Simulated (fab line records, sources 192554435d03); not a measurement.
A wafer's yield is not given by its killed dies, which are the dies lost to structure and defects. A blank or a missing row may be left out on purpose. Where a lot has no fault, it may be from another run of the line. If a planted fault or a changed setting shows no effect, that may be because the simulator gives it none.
What tool caused it?    flow n5_finfet    12 lots with 36 wafers sampled at 5 steps, on a route of 1938 steps

== WHAT THE GAUGES SHOWED, per wafer ==
N5_GATE_CUT_CD_MEAS_13 targets a cd of 20 nm.
lot   measured      on         cd_nm (nm)
L075  day 4 17:00   cd_sem-02  19.34 19.71 20.18
L077  day 5 05:19   cd_sem-03  19.81 19.63 19.88
L079  day 5 20:19   cd_sem-03  19.61 20.04 19.65
L081  day 6 05:52   cd_sem-01  20.02 19.46 19.69
L083  day 6 20:30   cd_sem-02  19.76 19.90 19.52
L085  day 7 06:14   cd_sem-01  19.77 19.80 19.30
L087  day 7 16:35   cd_sem-02  19.95 19.85 19.92
L089  day 8 05:44   cd_sem-02  19.67 19.77 19.56
L091  day 8 17:58   cd_sem-02  19.90 19.99 19.91
L093  day 9 08:01   cd_sem-03  19.79 19.34 19.62
L095  day 9 16:03   cd_sem-03  19.61 19.86 19.98
L097  day 10 12:22  cd_sem-02  19.59 19.82 19.73

== WHAT TOOL EACH LOT RAN ON (gives the tool, then ch and the chambers of the sampled wafers, and finally the start) ==
lot   N5_HKMG_FIN_ALD_71                  N5_HKMG_FIN_ETCHBACK_68            N5_HKMG_FIN_ALD_72             N5_GATE_CUT_ETCH_56
L075  ald_metal-03 ch 1,2, day 4 11:01    rie_metal-02 ch 1, day 4 11:36     cvd_w-01 ch 1, day 4 12:29     rie_metal-03 ch 0, day 4 13:34
L077  ald_metal-03 ch 0,2,3, day 4 23:23  rie_metal-02 ch 0,1, day 4 23:56   cvd_w-01 ch 0,1, day 5 00:50   rie_metal-02 ch 0,1, day 5 01:54
L079  ald_metal-01 ch 0,2,3, day 5 14:09  rie_metal-01 ch 1, day 5 14:44     cvd_w-01 ch 0,1, day 5 15:37   rie_metal-02 ch 0,1, day 5 16:43
L081  ald_metal-02 ch 0,1,3, day 5 23:58  rie_metal-01 ch 0,1, day 6 00:31   cvd_w-01 ch 0,1, day 6 01:25   rie_metal-02 ch 0,1, day 6 02:26
L083  ald_metal-03 ch 0,2,3, day 6 14:07  rie_metal-03 ch 1, day 6 14:47     cvd_w-01 ch 0,1, day 6 15:55   rie_metal-02 ch 0, day 6 16:57
L085  ald_metal-03 ch 1,2, day 7 00:08    rie_metal-02 ch 0,1, day 7 00:44   cvd_w-01 ch 0,1, day 7 01:36   rie_metal-02 ch 0,1, day 7 02:40
L087  ald_metal-01 ch 0,2,3, day 7 10:14  rie_metal-03 ch 0,1, day 7 10:47   cvd_w-02 ch 0,1, day 7 11:40   rie_metal-03 ch 0,1, day 7 12:43
L089  ald_metal-02 ch 0,1,3, day 7 23:42  rie_metal-02 ch 0,1, day 8 00:17   cvd_w-01 ch 0,1, day 8 01:10   rie_metal-02 ch 0,1, day 8 02:13
L091  ald_metal-02 ch 0,1,2, day 8 11:48  rie_metal-01 ch 0,1, day 8 12:22   cvd_w-01 ch 0,1, day 8 13:15   rie_metal-02 ch 0,1, day 8 14:30
L093  ald_metal-01 ch 0,1, day 9 02:01    rie_metal-03 ch 0,1, day 9 02:38   cvd_w-01 ch 0,1, day 9 03:34   rie_metal-02 ch 0, day 9 04:36
L095  ald_metal-03 ch 1,2,3, day 9 09:57  rie_metal-03 ch 0,1, day 9 10:38   cvd_w-01 ch 0,1, day 9 11:31   rie_metal-03 ch 0,1, day 9 12:33
L097  ald_metal-02 ch 0,3, day 10 05:57   rie_metal-01 ch 0,1, day 10 06:30  cvd_w-02 ch 0,1, day 10 07:34  rie_metal-02 ch 0,1, day 10 08:46
- N5_HKMG_FIN_ALD_71: deposits TiN, target thk 1 nm, pulse time 1 s, purge time 3 s.
- N5_HKMG_FIN_ETCHBACK_68: etches the open film in Cl2/Ar, stops on HfO2, target depth 0.5 nm.
- N5_HKMG_FIN_ALD_72: deposits W, target thk 2 nm, pulse time 1 s, purge time 2 s.
- N5_GATE_CUT_ETCH_56: etches TiN in Cl2/Ar, target depth 21.6 nm.

== THE ANSWER, worked out from the rows above alone ==
Rule: the usual values come from the lots themselves. The widest of any qualifying gaps counts: lots, ordered by their means at a reading, are off when they make up no more than a third of the lots, leave a main group of 4 or more, and stand apart from it by 3 or more times the standard deviation of that group's means. Not used: any main group whose means are identical at the precision the tables above print for the reading. Also off: a lot with no number at a reading for which 4 or more lots have one. Where the step has rows for the other lots, those lots are counted as sound.
Nothing can be told from this: no lot is off at any reading shown.

== WHAT HAD BEEN PUT IN BY THE SIMULATOR ==
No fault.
